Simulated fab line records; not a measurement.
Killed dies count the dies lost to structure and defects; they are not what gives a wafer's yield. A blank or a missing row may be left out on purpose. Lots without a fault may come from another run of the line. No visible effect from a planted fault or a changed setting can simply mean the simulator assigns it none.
fab line records	flow nandHarc
record: lots: 12	wafers: 36	lastDay: 24
route steps=1159 shown P_GATE@209 P_CONTACT@238 END@1159
lots untouched by any fault: they come from a run of this same line in which no faults occurred
startH: hours from the record's first day to the start of the lot's first wafer shown	waitH: hours from the lot's prior step to this one	" repeats the value in the row above	L1.1+2: a row that stands for several wafers	- value missing, or start not given	* or withheld: withheld	< > ~ a bound
route shown NAME@n: a module of which the file shows steps, and the number in the route of the first	usual: the fault-free wafers' mean and standard deviation	same: alike in all rows	chamber/n: place in a boat	sites: each site's reading	_std_site: their standard deviation	_edge_site: inner sites' mean taken away from outer sites' mean	radiusMm: for every site, how far away it sits from the centre of the wafer	mask NAME#n: copy n	behind: tool/chamber where the wafer was last shaped	hold: why the lot was held/for how many hours/how that ended	device: the transistor (n, p or np) that didn't switch	end of line: the tests these same wafers got at the end of their route	step lacking rows: just its recipe	killed: dies that structure and defects cost at the first sort, which is not the same as the wafer's yield	map: a wafer's dies, x killed, . not, _ none there
set.NAME: setting as actually run; set.NAME@STEP: the setting as run at that earlier step	model.NAME: the simulator's own value behind a step, which no gauge read
steps of the route over a sample of lots; a table a step, a row a wafer
services: the hour from which a tool's chamber was out of use, counted from the record's first day as startH (under 0 if before that day), plus the number of hours and why
== steps ==
step: NHARC_P_GATE_DEGAS_109
recipe: tempC: 300	timeS: 60
usual: heaterPowerW: 455/55
lot.wafer	tool	chamber	startH	waitH	heaterPowerW
L817.4	pvdSputter-03	-	119.05	0.1	442
L817.2	"	-	"	"	478
L817.6	"	-	"	"	428
L820.1	pvdSputter-02	-	132.07	0.1	379
L820.2	"	-	"	"	409
L820.5	"	-	"	"	473
L822.4	pvdSputter-01	-	143.72	0.1	498
L822.6	"	-	"	"	493
L822.5	"	-	"	"	489
L826.2	pvdSputter-03	-	167.88	0.1	521
L826.1	"	-	"	"	483
L826.4	"	-	"	"	440
L825.4	pvdSputter-01	-	168.19	0.1	460
L825.1	"	-	"	"	459
L825.5	"	-	"	"	361
L828.4	pvdSputter-03	-	186.46	0.1	481
L828.2	"	-	"	"	422
L828.5	"	-	"	"	518
L829.4	pvdSputter-03	-	191.02	0.1	458
L829.2	"	-	"	"	426
L829.5	"	-	"	"	511
L830.3	pvdSputter-03	-	195.60	0.1	447
L830.1	"	-	"	"	430
L830.4	"	-	"	"	528
L831.3	pvdSputter-02	-	195.94	0.1	368
L831.1	"	-	"	"	394
L831.6	"	-	"	"	480
L832.2	pvdSputter-02	-	208.01	0.1	469
L832.3	"	-	"	"	362
L832.4	"	-	"	"	537
L833.3	pvdSputter-03	-	208.91	0.1	506
L833.4	"	-	"	"	482
L833.6	"	-	"	"	421
L838.1	pvdSputter-03	-	241.05	0.1	474
L838.4	"	-	"	"	432
L838.6	"	-	"	"	455
step: NHARC_P_CONTACT_ETCH_18
recipe: targetDepthA: 4810	timeS: 240.5	c4f8FlowSccm: 20	o2FlowSccm: 10	arFlowSccm: withheld	rfW: 600	biasW: 1500	chemistry: C4F8/O2/Ar
usual: oesProductAu: 0.954/0.02	rfVppV: 978/6.8	runLengthS: 261.7/0.48
lot.wafer	tool	chamber	startH	waitH	oesProductAu	rfHoursCounterH	rfVppV	runLengthS
L817.4	rieDiel-01	3	122.35	-	0.931	60	981	261.9
L817.2	"	0	"	"	0.940	57	970	261.8
L817.6	"	0	"	"	0.937	-	971	261.8
L820.1	rieDiel-06	2	135.62	-	0.984	7	987	262.3
L820.2	"	3	"	"	0.966	7	972	261.2
L820.5	"	1	"	"	0.965	-	986	261.4
L822.4	rieDiel-07	3	147.03	-	0.938	9	987	261.7
L822.5	"	3	"	"	0.945	-	987	261.9
L822.6	"	0	"	"	0.947	-	971	261.9
L825.4	rieDiel-07	0	171.54	-	0.965	12	973	261.6
L825.1	"	1	"	"	0.968	9	975	261.2
L825.5	"	0	"	"	0.962	-	972	261.8
L826.2	rieDiel-06	2	171.62	-	0.923	11	985	262.3
L826.1	"	3	"	"	0.909	11	970	261.1
L826.4	"	1	"	"	0.927	11	985	261.4
L828.2	rieDiel-06	2	189.92	-	0.964	13	986	262.4
L828.4	"	0	"	"	0.950	12	979	260.7
L828.5	"	2	"	"	0.977	-	986	262.3
L829.2	rieDiel-06	3	194.44	-	0.941	13	971	261.3
L829.4	"	0	"	"	0.969	13	978	260.8
L829.5	"	2	"	"	0.948	-	985	262.3
L830.3	rieDiel-07	1	199.04	-	0.945	12	974	261.7
L830.1	"	2	"	"	0.973	15	970	262.1
L830.4	"	0	"	"	0.986	15	972	261.9
L831.3	rieDiel-06	1	199.41	-	0.947	14	985	195.9
L831.1	"	3	"	"	0.920	14	970	261.4
L831.6	"	0	"	"	0.927	-	979	260.9
L832.3	rieDiel-01	0	211.40	-	0.979	26	971	262.3
L832.4	"	1	"	"	0.948	20	970	261.9
L832.2	"	3	"	"	0.971	26	980	261.7
L833.4	rieDiel-06	2	212.14	-	0.952	16	985	262.5
L833.3	"	1	"	"	0.960	16	986	195.7
L833.6	"	2	"	"	0.956	-	984	262.4
L838.4	rieDiel-07	2	244.52	-	0.972	1	970	261.8
L838.1	"	3	"	"	0.958	1	987	261.8
L838.6	"	2	"	"	0.979	-	969	261.8
step: NHARC_P_CONTACT_ETCH_31
recipe: targetDepthA: 300	timeS: 85.7	ionEnergyEv: 120	overEtchFrac: 1	ch3fFlowSccm: 50	o2FlowSccm: 30	arFlowSccm: 200	rfW: 500	biasW: 100	chemistry: CH3F/O2
usual: drypumpMotorCurrentA: 5.9/0.38	mfcArSccm: 200.1/0.62	oesProductAu: 0.974/0.016	rfVppV: 244.3/1.8	runLengthS: 106.9/0.45	showerheadPlenumPTorr: 2.46/0.12	throttleValvePct: 20.663/0.0081
lot.wafer	tool	chamber	startH	waitH	drypumpMotorCurrentA	mfcArSccm	oesProductAu	rfHoursCounterH	rfVppV	runLengthS	showerheadPlenumPTorr	throttleValvePct
L817.4	rieDiel-01	2	-	-	6.2	199.7	0.981	60	243.2	106.9	2.41	20.660
L817.2	"	3	"	"	5.4	199.9	0.983	60	245.1	107.0	2.51	20.663
L817.6	"	3	"	"	5.3	199.6	0.976	-	245.6	106.4	2.51	20.661
L820.1	rieDiel-06	0	-	-	5.7	199.6	0.968	7	244.4	106.2	2.46	20.683
L820.2	"	2	"	"	6.2	200.4	0.989	7	246.2	107.4	2.59	20.668
L820.5	"	1	"	"	5.6	199.4	0.968	-	247.1	106.8	2.61	20.677
L822.4	rieDiel-07	2	-	-	5.8	200.1	0.984	9	241.5	107.3	2.31	20.661
L822.6	"	3	"	"	5.6	200.0	0.958	-	246.7	107.0	2.61	20.662
L822.5	"	0	"	"	5.9	199.9	0.974	-	243.4	106.9	2.36	20.669
L825.1	rieDiel-07	1	-	-	5.7	199.6	0.965	9	242.7	107.0	2.38	20.664
L825.4	"	2	"	"	5.8	200.7	0.981	11	242.1	107.1	2.31	20.652
L825.5	"	2	"	"	5.8	200.8	0.980	-	243.0	106.8	2.30	20.661
L826.2	rieDiel-06	3	-	-	6.5	200.3	0.949	11	244.2	106.3	2.32	20.662
L826.4	"	0	"	"	5.7	198.9	0.948	11	244.5	106.5	2.46	20.662
L826.1	"	1	"	"	5.6	199.9	0.937	11	247.6	106.9	2.61	20.675
L828.4	rieDiel-06	2	-	-	6.2	200.0	0.989	13	246.1	107.8	2.59	20.668
L828.2	"	3	"	"	6.5	201.2	0.971	13	244.3	107.2	2.32	20.661
L828.5	"	2	"	"	6.2	200.5	0.985	-	245.8	107.8	2.59	20.650
L829.2	rieDiel-06	0	-	-	5.7	200.2	0.978	13	243.6	106.2	2.46	20.668
L829.4	"	2	"	"	6.2	200.0	0.982	14	246.1	108.0	2.59	20.668
L829.5	"	0	"	"	5.7	200.1	0.977	-	244.7	106.0	2.46	20.672
L830.4	rieDiel-07	3	-	-	5.6	199.7	0.981	15	246.1	107.0	2.60	20.656
L830.1	"	0	"	"	5.9	200.5	0.989	15	242.1	106.9	2.36	20.669
L830.3	"	1	"	"	5.7	199.7	0.963	12	243.3	106.6	2.38	20.674
L831.3	rieDiel-06	2	-	-	6.2	199.4	0.974	15	247.9	107.7	2.59	20.671
L831.1	"	3	"	"	6.5	199.8	0.955	14	242.0	106.4	2.32	20.670
L831.6	"	1	"	"	5.6	200.2	0.963	-	246.2	106.6	2.61	20.648
L832.4	rieDiel-01	2	-	-	6.2	200.2	0.999	27	243.9	107.0	2.40	20.658
L832.3	"	3	"	"	5.4	200.8	0.988	27	245.3	106.6	2.50	20.688
L832.2	"	1	"	"	4.8	199.9	0.989	20	241.4	106.5	2.30	20.676
L833.3	rieDiel-06	0	-	-	5.7	199.0	0.970	15	244.6	106.3	2.46	20.669
L833.4	"	3	"	"	6.5	200.7	0.960	15	242.1	106.3	2.32	20.651
L833.6	"	0	"	"	5.7	200.1	0.969	-	245.0	106.8	2.46	20.667
L838.4	rieDiel-07	2	-	-	5.8	199.9	0.991	1	241.6	106.8	2.30	20.665
L838.1	"	0	"	"	6.0	200.0	0.968	1	240.8	107.4	2.36	20.667
L838.6	"	3	"	"	5.6	200.1	0.963	-	245.0	106.8	2.60	20.663
step: NHARC_P_CONTACT_DEGAS_38
recipe: tempC: 300	timeS: 60
usual: heaterPowerW: 458/51
lot.wafer	tool	chamber	startH	waitH	heaterPowerW
L817.2	pvdSputter-03	-	123.46	-	465
L817.4	"	-	"	"	519
L817.6	"	-	"	"	448
L820.2	pvdSputter-03	-	136.71	-	518
L820.1	"	-	"	"	454
L820.5	"	-	"	"	501
L822.4	pvdSputter-02	-	148.14	-	468
L822.5	"	-	"	"	556
L822.6	"	-	"	"	480
L825.4	pvdSputter-02	-	172.66	-	558
L825.1	"	-	"	"	470
L825.5	"	-	"	"	373
L826.2	pvdSputter-03	-	172.74	-	441
L826.4	"	-	"	"	437
L826.1	"	-	"	"	518
L828.4	pvdSputter-01	-	191.00	-	482
L828.2	"	-	"	"	457
L828.5	"	-	"	"	354
L829.4	pvdSputter-02	-	195.51	-	555
L829.2	"	-	"	"	479
L829.5	"	-	"	"	551
L830.4	pvdSputter-01	-	200.14	-	453
L830.1	"	-	"	"	457
L830.3	"	-	"	"	358
L831.3	pvdSputter-02	-	200.53	-	469
L831.1	"	-	"	"	361
L831.6	"	-	"	"	563
L832.2	pvdSputter-01	-	212.58	-	449
L832.4	"	-	"	"	464
L832.3	"	-	"	"	355
L833.4	pvdSputter-03	-	213.24	-	446
L833.3	"	-	"	"	518
L833.6	"	-	"	"	449
L838.1	pvdSputter-02	-	245.62	-	435
L838.4	"	-	"	"	407
L838.6	"	-	"	"	454
step: NHARC_END_SORT_01
recipe: tempC: 25
usual: killedAtArray: 27/11	killedAtOther: 0.7/1.1	killedAtPeriphery: 3.4/2.1	killedDies: 31/12	killedOpen: 3.6/2	killedShort: 2.0/1.3
same: grossDies: 677
lot.wafer	tool	chamber	startH	waitH	killedAtArray	killedAtOther	killedAtPeriphery	killedDies	killedOpen	killedShort
L829.2	prober-02	0	506.88	2.8	12	3	3	18	2	3
L829.4	prober-02	0	508.44	3.3	34	0	1	35	5	1
L828.2	prober-01	0	507.00	2.8	36	0	4	40	6	4
L828.4	prober-01	0	508.59	3.4	38	0	7	45	2	4
L833.3	prober-02	0	534.21	3.1	17	0	660	677	1	4
L833.4	prober-02	0	535.00	3.4	29	0	1	30	4	3
L833.6	prober-02	0	536.59	4.0	24	0	0	24	1	2
L831.1	prober-02	0	540.38	2.5	37	1	7	45	7	4
L831.3	prober-02	0	541.98	3.1	45	0	632	677	2	2
L831.6	prober-02	0	544.37	4.0	31	0	2	33	3	2
killed by level:class
L829.2 A_SLIT:chamberFilmFlake=3 A_CONTACT:chamberFilmFlake=3 THIN_TSV:chamberFilmFlake=3 A_CHANNEL_HOLE_D1:chamberFilmFlake=2 A_STAIRCASE:chamberFilmFlake=2 P_STI:geometricParticle:open=1 P_GATE:geometricParticle:open=1 P_CONTACT:geometricParticle:short=1
L828.2 A_CHANNEL_HOLE_D1:chamberFilmFlake=20 A_CONTACT:chamberFilmFlake=5 A_CONTACT:geometricParticle:open=2 A_CONTACT:geometricParticle:short=2 P_M1:chamberFilmFlake=2 P_M0:geometricParticle:open=1 A_SOURCE_PLATE:geometricParticle:short=1 A_CHANNEL_FILL_D1:geometricParticle:open=1
L829.4 A_SLIT:chamberFilmFlake=16 A_CHANNEL_HOLE_D1:chamberFilmFlake=3 A_WL_FILL:chamberFilmFlake=3 A_CONTACT:chamberFilmFlake=3 A_CONTACT:geometricParticle:open=2 A_M0:chamberFilmFlake=2 P_CONTACT:geometricParticle:open=1 A_WL_FILL:geometricParticle:open=1
L828.4 A_CHANNEL_HOLE_D1:chamberFilmFlake=23 A_CONTACT:chamberFilmFlake=7 P_M1:chamberFilmFlake=4 A_WL_FILL:geometricParticle:short=3 A_WL_FILL:chamberFilmFlake=3 P_M1:geometricParticle:open=1 A_CHANNEL_FILL_D1:geometricParticle:short=1 A_BLC:geometricParticle:open=1
L833.3 P_CONTACT:areaEtch=657 A_SLIT:chamberFilmFlake=5 A_CHANNEL_HOLE_D1:chamberFilmFlake=4 A_CONTACT:chamberFilmFlake=4 P_M1:geometricParticle:short=1 A_ONON_D1:geometricParticle:short=1 A_WL_FILL:geometricParticle:short=1 A_WL_FILL:geometricParticle:open=1
L833.4 A_SLIT:chamberFilmFlake=18 A_WL_FILL:chamberFilmFlake=3 P_M0:geometricParticle:open=1 A_ONON_D1:geometricParticle:short=1 A_ONON_D1:geometricParticle:open=1 A_SGD_CUT:geometricParticle:short=1 A_WL_FILL:geometricParticle:short=1 A_WL_FILL:geometricParticle:open=1
L833.6 A_SLIT:chamberFilmFlake=12 A_CHANNEL_HOLE_D1:chamberFilmFlake=6 A_CONTACT:chamberFilmFlake=2 A_ONON_D1:geometricParticle:short=1 A_CONTACT:geometricParticle:open=1 A_M0:geometricParticle:short=1 A_STAIRCASE:chamberFilmFlake=1
L831.1 A_CHANNEL_HOLE_D1:chamberFilmFlake=23 P_ZERO_WELL:chamberFilmFlake=5 A_CONTACT:chamberFilmFlake=4 A_CONTACT:geometricParticle:open=3 P_CONTACT:geometricParticle:open=2 A_CONTACT:geometricParticle:short=2 A_CHANNEL_FILL_D1:geometricParticle:short=1 A_SGD_CUT:geometricParticle:open=1
L831.3 P_CONTACT:areaEtch=626 A_CHANNEL_HOLE_D1:chamberFilmFlake=32 A_CONTACT:chamberFilmFlake=8 P_ZERO_WELL:chamberFilmFlake=5 A_CHANNEL_FILL_D1:geometricParticle:short=1 A_SGD_CUT:geometricParticle:open=1 A_SGD_CUT:geometricParticle:short=1 A_CONTACT:geometricParticle:open=1
L831.6 A_CHANNEL_HOLE_D1:chamberFilmFlake=24 A_M0:geometricParticle:open=2 P_ZERO_WELL:chamberFilmFlake=2 A_CHANNEL_FILL_D1:geometricParticle:open=1 A_STAIRCASE:geometricParticle:short=1 A_M0:geometricParticle:short=1 A_CONTACT:chamberFilmFlake=1 A_M1:chamberFilmFlake=1
== services ==
tool	chamber	startH	hours	kind
rieDiel-06	0	97.70	-	clean
rieDiel-06	1	97.70	-	clean
rieDiel-06	2	97.70	-	clean
rieDiel-06	3	97.70	-	clean
pvdSputter-03	-	102.00	10.0	pm
rieDiel-01	1	104.21	4.7	repair
rieDiel-06	0	122.20	-	clean
rieDiel-06	1	122.20	-	clean
rieDiel-06	2	122.20	-	clean
rieDiel-06	3	122.20	-	clean
rieDiel-07	2	131.40	2.6	repair
rieDiel-01	-	138.80	9.0	pm
rieDiel-06	0	146.70	-	clean
rieDiel-06	1	146.70	-	clean
rieDiel-06	2	146.70	-	clean
pvdSputter-01	-	158.00	10.0	pm
rieDiel-06	0	179.01	1.9	repair
rieDiel-01	1	188.14	12.0	repair
rieDiel-07	2	203.94	2.2	repair
pvdSputter-02	-	217.91	10.0	pm
rieDiel-01	3	223.43	9.2	repair
rieDiel-07	-	228.23	9.0	pm
rieDiel-01	0	236.14	16.6	repair
rieDiel-06	-	241.20	9.0	pm
== key ==
firstSign: step: NHARC_P_CONTACT_ETCH_18	reading: runLengthS	direction: down	sigmas: 99+	usual: *	struck: *
effect: step: NHARC_END_SORT_01	reading: killedAtPeriphery	direction: up	sigmas: 99+	usual: 3.4	struck: 646
moreKillsBornAt: NHARC_P_CONTACT_ETCH_18@rieDiel-06: 1283
metAt NHARC_P_CONTACT_ETCH_18
struckLots L831,L833
struckWafers L831.3,L833.3
laterRowsLeftOut L831.3,L833.3
testerLeftOut L831,L833
notActingAt NHARC_P_GATE_DEGAS_109,NHARC_P_CONTACT_ETCH_31,NHARC_P_CONTACT_DEGAS_38
onsetBetween 171.62 199.41
fault: kind: processParameterDrift	tool: rieDiel-06	chamber: 1	onsetH: 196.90	steps: NHARC_P_CONTACT_ETCH_18	channel: timeS	offset: *	shape: step	endH: 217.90	actsIn: *	stated: *
testerLeftOut: of these lots the tester's yield and bins aren't shown, on N5 and GAA mostly nor the transistor test; their killed dies are dies lost to structure and defects alone, not to doping, threshold or leakage, so they don't give the yield
laterRowsLeftOut: the simulator's readings of these wafers behind a module that went badly wrong aren't trusted and aren't shown, but for the sort
